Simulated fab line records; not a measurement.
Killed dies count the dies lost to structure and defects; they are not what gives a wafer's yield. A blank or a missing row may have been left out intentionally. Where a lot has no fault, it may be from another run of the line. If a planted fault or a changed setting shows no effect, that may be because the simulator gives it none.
Matching of chambers    flow n5-finfet    N5_DUMMY_GATE_STRIP_48 on rie-diel-04 has 4 sister chambers
The step strips in N2/H2, time 20 s. 16 wafers are shown with their chamber, then 8 later ones without.

WAFERS, EACH WITH ITS CHAMBER
wafer   chamber  showerhead-plenum-p-Torr (Torr)  drypump-motor-current-A (A)  throttle-valve-pct (%)
L076.3  3        3.61                             5.4                          11.66
L076.4  1        3.33                             5.0                          12.19
L076.6  0        3.33                             6.4                          12.24
L077.1  2        3.26                             5.0                          12.23
L077.2  1        3.33                             5.0                          12.21
L077.3  0        3.33                             6.3                          12.24
L078.1  3        3.61                             5.4                          11.67
L078.2  0        3.33                             6.3                          12.23
L078.5  3        3.61                             5.4                          11.65
L080.4  0        3.32                             6.3                          12.24
L080.5  3        3.61                             5.4                          11.68
L080.6  2        3.26                             5.0                          12.24
L085.3  0        3.32                             6.3                          12.25
L085.5  2        3.25                             5.0                          12.26
L085.6  1        3.32                             5.0                          12.24
L086.2  1        3.32                             5.1                          12.27

SIGNATURES (means of the wafers above)
reading                   chamber 0  chamber 1  chamber 2  chamber 3  scatter within a chamber
showerhead-plenum-p-Torr  3.3260     3.3250     3.2567     3.6100     0.00489
drypump-motor-current-A   6.320      5.025      5.000      5.400      0.0359
throttle-valve-pct        12.2400    12.2275    12.2433    11.6650    0.0201
Rule: for each reading, subtract the chamber's mean from the wafer's reading, divide by that reading's scatter and square the result; add these up over the readings and take the root, which gives the wafer's distance from the chamber. If the next closest chamber is less than 2 further off than the closest, the wafer can't be placed; otherwise it belongs to the closest. The scatter: the root of (the sum of the squares of (reading less its chamber's mean) over the shown wafers, divided by (wafers less chambers)).

WAFERS WITHOUT THEIR CHAMBER
wafer   showerhead-plenum-p-Torr (Torr)  drypump-motor-current-A (A)  throttle-valve-pct (%)
L086.3  3.32                             6.3                          12.28
L086.6  3.32                             6.3                          12.28
L087.1  3.32                             5.0                          12.27
L087.2  3.60                             5.4                          11.71
L087.5  3.60                             5.4                          11.70
L096.3  3.59                             5.4                          11.75
L096.4  3.24                             5.0                          12.31
L096.5  3.31                             5.0                          12.29

WHICH CHAMBER EACH WENT THROUGH
wafer   from the rows above  in truth
L086.3  0                    0
L086.6  0                    0
L087.1  1                    1
L087.2  3                    3
L087.5  3                    3
L096.3  3                    3
L096.4  2                    2
L096.5  1                    1
Correct placement for 8 of the 8. Left unplaced by these rows: 0. Wrongly placed: 0.
